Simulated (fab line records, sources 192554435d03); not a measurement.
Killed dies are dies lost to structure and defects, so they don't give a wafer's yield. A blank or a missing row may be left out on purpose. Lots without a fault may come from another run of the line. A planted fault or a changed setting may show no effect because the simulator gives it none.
Split-lot experiment | flow n5_finfet | 7 lots, 21 wafers read, on a route of 1938 steps

THE SPLIT
At N5_SPACER0_ALD_08 (deposits SiNx, target thk 2 nm), the setting target_thk_a was moved away from the recipe's 20 angstrom on 8 of the 21 wafers read, by -8.4% to +13.1%. The other wafers ran this setting at the recipe's value.

FROM THE SPLIT TO THE READING: what the file shows between them, 15 steps
- N5_SD_EPI_N_EXPOSE_06: exposes mask SD N BLK, target cd 120 nm (also split here: dose_mj)
- N5_SD_EPI_N_PEB_07: peb time 60 s
- N5_SD_EPI_N_DEVELOP_08: develop time 30 s
- N5_SD_EPI_N_CD_MEAS_09: target cd 120 nm
- N5_SD_EPI_N_DESCUM_14: chemistry O2, time 7.9 s
- N5_SD_EPI_N_ETCH_34: etches SiARC in CF4, target depth 45.5 nm, time 75.8 s
- N5_SD_EPI_N_ETCH_35: etches SOC in N2/H2, overetch 108 nm, time 486 s
- N5_SD_EPI_N_STRIP_36: strips in N2/H2
- N5_SD_EPI_N_ETCHBACK_44: etches SiNx in CH3F/O2, stops on SiO2, target depth 14.5 nm
- N5_SD_EPI_N_ETCH_45: etches SiOCN in CH3F/O2, target depth 6 nm
- N5_SD_EPI_N_ETCH_16: etches SiO2 in CHF3/O2, target depth 5 nm
- N5_SD_EPI_N_STRIP_47: strips in CHF3/O2
- N5_SD_EPI_N_SD_RECESS_17: chemistry HBr/Cl2/O2, target depth 41 nm, time 23.7 s, bt time 3 s
- N5_SD_EPI_N_PRECLEAN_24: cleans in O3/DIW, time 60 s
- N5_SD_EPI_N_SRD_25: time 30 s

THE READING
SiNx_of_SPACER0_ALD_08.thk_nm (the simulator's own value, which no gauge read), in nm, at N5_SD_EPI_N_PRECLEAN_49 (cleans in NF3:NH3, afs cycles 1, time 20 s, sublimation time 60 s). The file gives no usual value for it. The 13 wafers here that ran the recipe average 1.0 nm, standard deviation 0.053 nm.

wafer  | tool, chamber at the split | target_thk_a as run, angstrom | against the recipe | SiNx_of_SPACER0_ALD_08.thk_nm, nm | against lot-mates on the recipe
L080.1 | ald_sin-03, 2,3,3          | 20                            | recipe             | 1                                 | -
L080.4 | ald_sin-03, 2,3,3          | 20                            | recipe             | 1                                 | -
L080.5 | ald_sin-03, 2,3,3          | 20                            | recipe             | 1                                 | -
L083.1 | ald_sin-03, 2              | 21.69                         | +8.5%              | 1.2                               | +0.2
L083.4 | ald_sin-03, 1,3            | 20                            | recipe             | 1                                 | -
L083.5 | ald_sin-03, 1,3            | 20                            | recipe             | 1                                 | -
L085.3 | ald_sin-03, 0              | 22.14                         | +10.7%             | 1.2                               | +0.2
L085.5 | ald_sin-03, 0              | 22.14                         | +10.7%             | 1.4                               | +0.4
L085.6 | ald_sin-03, 1              | 20                            | recipe             | 1                                 | -
L087.1 | ald_sin-04, 3,2            | 20                            | recipe             | 1                                 | -
L087.6 | ald_sin-04, 3,2            | 20                            | recipe             | 1                                 | -
L087.2 | ald_sin-04, 2              | 21.38                         | +6.9%              | 1.2                               | +0.2
L088.1 | ald_sin-04, 3              | 22.63                         | +13.1%             | 1.4                               | +0.4
L088.2 | ald_sin-04, 1,2            | 20                            | recipe             | 1                                 | -
L088.6 | ald_sin-04, 1,2            | 20                            | recipe             | 1                                 | -
L095.1 | ald_sin-03, 3,1            | 18.32                         | -8.4%              | 1                                 | +0.0
L095.3 | ald_sin-03, 3,1            | 18.32                         | -8.4%              | 1                                 | +0.0
L095.4 | ald_sin-03, 0              | 20                            | recipe             | 1                                 | -
L096.3 | ald_sin-03, 1              | 20                            | recipe             | 1.2                               | -
L096.5 | ald_sin-03, 1              | 20                            | recipe             | 1                                 | -
L096.6 | ald_sin-03, 0              | 22.47                         | +12.3%             | 1.4                               | +0.3
Where a row lists several chambers, the file gives one row for several wafers and doesn't say which wafer went through which chamber.

THE FIT
A straight line over all 21 wafers: SiNx_of_SPACER0_ALD_08.thk_nm changes by +0.0214 nm for each +1% of target_thk_a; r = +0.86; the points scatter about the line by 0.079 nm.
The same after taking each lot's own level away (the mean of its wafers on the recipe; 21 wafers): +0.0206 nm for each +1%; r = +0.86; scatter 0.075 nm.
On that fit, the largest move of target_thk_a shifts the reading by 0.27 nm.
The lots' own levels span 1.00 to 1.10 nm, that is 1.9 times the standard deviation above.
So the lot-to-lot level changes the slope little: the two slopes agree.
Check: with one of the wafers moved furthest among these (+13.1%) left out of the fit, the line predicts +0.282 nm for it against its lot-mates. It came out at +0.4 nm against them.

OTHER SPLITS ON THESE WAFERS
These wafers also went through other splits before the reading. Each is held against what the fit with the lots' levels taken away leaves over:
other split on the same wafers            | wafers away from the commonest value | r with SiNx_of_SPACER0_ALD_08.thk_nm (lot level and that fit taken away)
N5_WELL_APT_PEB_06 peb_temp_c             | 5                                    | +0.00
N5_WELL_APT_DEVELOP_07 develop_time_s     | 7                                    | -0.04
N5_PMOS_HMC_CHANNEL_EPI_PEB_07 peb_temp_c | 8                                    | +0.05
N5_PMOS_HMC_CHANNEL_EPI_ETCH_32 bias_w    | 7                                    | +0.14
N5_SD_EPI_N_EXPOSE_06 dose_mj             | 7                                    | -0.21

THE FILE'S OWN FIT
SiNx_of_SPACER0_ALD_08.thk_nm changes by +0.0242 nm for each +1% of target_thk_a, r = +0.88.
